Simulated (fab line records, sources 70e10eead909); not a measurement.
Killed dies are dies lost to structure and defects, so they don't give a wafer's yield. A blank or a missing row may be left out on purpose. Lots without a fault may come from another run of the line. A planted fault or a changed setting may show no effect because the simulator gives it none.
Chamber matching | flow nand_harc | NHARC_P_M2_PRE_CLEAN_32 on pecvd-02: 3 sister chambers
The step time 12 s. 6 wafers are shown with their chamber, then 9 later ones without.

WAFERS WITH THEIR CHAMBER
wafer  | chamber | heater_power_outer_w (W) | heater_power_w (W)
L090.2 | 0       | 403                      | 705
L090.5 | 2       | 526                      | 855
L090.6 | 1       | 352                      | 662
L092.1 | 2       | 492                      | 852
L092.2 | 0       | 384                      | 701
L092.4 | 1       | 372                      | 693

WAFERS WITHOUT THEIR CHAMBER
wafer  | heater_power_outer_w (W) | heater_power_w (W)
L094.1 | 468                      | 798
L094.4 | 428                      | 760
L094.5 | 460                      | 774
L095.2 | 374                      | 679
L095.5 | 372                      | 663
L095.6 | 425                      | 722
L096.1 | 430                      | 749
L096.3 | 427                      | 744
L096.4 | 453                      | 766

WHICH CHAMBER EACH WENT THROUGH
wafer  | from the rows above     | in truth
L094.1 | 2                       | 2
L094.4 | 0                       | 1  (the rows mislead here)
L094.5 | can't be placed: 0 or 2 | 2
L095.2 | can't be placed: 1 or 0 | 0
L095.5 | 1                       | 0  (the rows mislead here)
L095.6 | 0                       | 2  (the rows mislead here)
L096.1 | 0                       | 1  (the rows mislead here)
L096.3 | 0                       | 0
L096.4 | can't be placed: 0 or 2 | 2
Placed correctly: 2 of 9. Can't be placed from these rows: 3 (the true chamber is among the candidates in 3). Placed wrongly: 4.
How it was worked out, from the rows above alone: a wafer's distance from a chamber is the root of the sum, over the readings, of the square of ((its reading less the chamber's mean) divided by the reading's scatter). The wafer belongs to the nearest chamber; if the next one is less than 2 further off, it can't be placed. A chamber's mean is the mean of its shown wafers. The scatter: the root of (the sum of the squares of (reading less its chamber's mean) over the shown wafers, divided by (wafers less chambers)).
